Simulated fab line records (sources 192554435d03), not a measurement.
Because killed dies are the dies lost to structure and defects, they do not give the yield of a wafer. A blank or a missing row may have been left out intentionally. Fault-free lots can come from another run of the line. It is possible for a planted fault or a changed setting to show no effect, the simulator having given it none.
Chamber matching || flow n5-finfet || N5_BEOL_M5_CURE_79 on uv-cure-01 has 3 sister chambers
The step cures SiCOH lowk, time 240 s. 3 wafers are shown with their chamber, then 11 later ones without.

== EACH WAFER AND ITS CHAMBER ==
{"wafer": "L080.6", "chamber": 1, "wafer_temp_C_max": 387.0}
{"wafer": "L081.6", "chamber": 0, "wafer_temp_C_max": 386.9}
{"wafer": "L082.2", "chamber": 2, "wafer_temp_C_max": 386.2}

== WAFERS WITHOUT THEIR CHAMBER ==
{"wafer": "L082.3", "wafer_temp_C_max": 387.0}
{"wafer": "L082.6", "wafer_temp_C_max": 387.0}
{"wafer": "L084.1", "wafer_temp_C_max": 387.3}
{"wafer": "L084.2", "wafer_temp_C_max": 386.8}
{"wafer": "L084.3", "wafer_temp_C_max": 387.2}
{"wafer": "L087.2", "wafer_temp_C_max": 387.5}
{"wafer": "L087.3", "wafer_temp_C_max": 387.2}
{"wafer": "L087.6", "wafer_temp_C_max": 387.5}
{"wafer": "L096.2", "wafer_temp_C_max": 386.9}
{"wafer": "L096.4", "wafer_temp_C_max": 387.0}
{"wafer": "L096.5", "wafer_temp_C_max": 387.4}

== WHICH CHAMBER EACH WENT THROUGH ==
{"wafer": "L082.3", "from the rows above": "can't be placed: 1 or 0", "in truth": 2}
{"wafer": "L082.6", "from the rows above": "can't be placed: 1 or 0", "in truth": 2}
{"wafer": "L084.1", "from the rows above": "can't be placed: 1 or 0", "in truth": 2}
{"wafer": "L084.2", "from the rows above": "can't be placed: 0 or 1 or 2", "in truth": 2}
{"wafer": "L084.3", "from the rows above": "can't be placed: 1 or 0", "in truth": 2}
{"wafer": "L087.2", "from the rows above": "can't be placed: 1 or 0", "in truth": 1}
{"wafer": "L087.3", "from the rows above": "can't be placed: 1 or 0", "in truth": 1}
{"wafer": "L087.6", "from the rows above": "can't be placed: 1 or 0", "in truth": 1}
{"wafer": "L096.2", "from the rows above": "can't be placed: 0 or 1", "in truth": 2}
{"wafer": "L096.4", "from the rows above": "can't be placed: 1 or 0", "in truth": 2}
{"wafer": "L096.5", "from the rows above": "can't be placed: 1 or 0", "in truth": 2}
Correct placement for 0 of the 11. Unplaceable from these rows: 11, with the true chamber sitting among the candidates in 4. Wrongly placed: 0.
How it was worked out, from the rows above alone: a wafer's distance from a chamber is the root of the sum, over the readings, of the square of ((its reading less the chamber's mean) divided by the reading's scatter). If the next closest chamber is less than 2 further off than the closest, the wafer can't be placed; otherwise it belongs to the closest. The mean given for a chamber averages the wafers shown for that chamber. The scatter (one wafer shown for each chamber): square how far every hidden wafer sits from the nearest shown wafer, average those squares and take the square root.
